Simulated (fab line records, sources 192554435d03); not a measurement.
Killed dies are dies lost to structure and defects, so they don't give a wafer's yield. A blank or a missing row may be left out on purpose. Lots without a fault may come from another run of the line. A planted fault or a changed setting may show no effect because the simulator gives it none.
Chamber matching | flow n5_finfet | N5_BEOL_M4_ETCH_69 on rie_diel-03: 4 sister chambers
The step etches SiARC in CF4, target depth 15.6 nm, time 26 s. 4 wafers are shown with their chamber, then 8 later ones without.

WAFERS WITH THEIR CHAMBER
wafer  | chamber | drypump_motor_current_A (A)
L082.1 | 1       | 5.1
L081.1 | 3       | 5.4
L081.5 | 2       | 5.7
L083.1 | 0       | 6.4

WAFERS WITHOUT THEIR CHAMBER
wafer  | drypump_motor_current_A (A)
L083.4 | 5.1
L083.5 | 6.4
L091.1 | 5.6
L091.3 | 6.4
L091.6 | 6.4
L093.2 | 5.6
L093.3 | 5.1
L093.5 | 5.6

WHICH CHAMBER EACH WENT THROUGH
wafer  | from the rows above     | in truth
L083.4 | 1                       | 1
L083.5 | 0                       | 0
L091.1 | can't be placed: 2 or 3 | 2
L091.3 | 0                       | 0
L091.6 | 0                       | 0
L093.2 | can't be placed: 2 or 3 | 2
L093.3 | 1                       | 1
L093.5 | can't be placed: 2 or 3 | 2
Placed correctly: 5 of 8. Can't be placed from these rows: 3 (the true chamber is among the candidates in 3). Placed wrongly: 0.
How it was worked out, from the rows above alone: a wafer's distance from a chamber is the root of the sum, over the readings, of the square of ((its reading less the chamber's mean) divided by the reading's scatter). The wafer belongs to the nearest chamber; if the next one is less than 2 further off, it can't be placed. A chamber's mean is the mean of its shown wafers. The scatter: with one shown wafer a chamber, the root of the mean of the squares of how far each hidden wafer lies from its nearest shown one.
